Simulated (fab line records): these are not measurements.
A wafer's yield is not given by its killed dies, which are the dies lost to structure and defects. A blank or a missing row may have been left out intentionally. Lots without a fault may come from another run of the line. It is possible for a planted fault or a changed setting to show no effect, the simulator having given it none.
Chamber matching | flow n5_finfet | N5_FIN_SAQP_ETCH_67 on rie_diel-04 has 4 sister chambers
The step etches SiNx in CH3F/O2, target depth 30 nm. 8 wafers are shown with their chamber, then 8 later ones without.

== EACH WAFER AND ITS CHAMBER ==
wafer  | chamber | drypump_motor_current_A (A) | showerhead_plenum_p_Torr (Torr)
L088.6 | 0       | 5.5                         | 2.15
L089.3 | 3       | 5.0                         | 1.92
L089.4 | 2       | 5.1                         | 2.13
L089.6 | 2       | 5.1                         | 2.13
L091.2 | 1       | 5.8                         | 1.96
L091.3 | 3       | 5.0                         | 1.91
L091.5 | 1       | 5.8                         | 1.96
L093.1 | 0       | 5.6                         | 2.15

== WAFERS WITH NO CHAMBER GIVEN ==
wafer  | drypump_motor_current_A (A) | showerhead_plenum_p_Torr (Torr)
L093.5 | 5.5                         | 2.15
L093.6 | 5.8                         | 1.96
L095.1 | 5.5                         | 2.15
L095.3 | 5.0                         | 1.91
L095.5 | 5.6                         | 2.15
L096.2 | 5.0                         | 1.91
L096.4 | 5.6                         | 2.15
L096.6 | 5.5                         | 2.15

== EACH ONE'S CHAMBER ==
wafer  | from the rows above | in truth
L093.5 | 0                   | 0
L093.6 | 1                   | 1
L095.1 | 0                   | 0
L095.3 | 3                   | 3
L095.5 | 0                   | 0
L096.2 | 3                   | 3
L096.4 | 0                   | 0
L096.6 | 0                   | 0
Correctly placed: 8 of 8. Not placeable from these rows: 0. Number placed wrongly: 0.
How it was worked out, from the rows above alone: a wafer's distance from a chamber is the root of the sum, over the readings, of the square of ((its reading less the chamber's mean) divided by the reading's scatter). If the next closest chamber is less than 2 further off than the closest, the wafer can't be placed; otherwise it belongs to the closest. A chamber's mean is the mean of its shown wafers. The scatter is the square root of a quotient: the sum, over the shown wafers, of each reading's squared deviation from its chamber's mean, divided by wafers minus chambers.
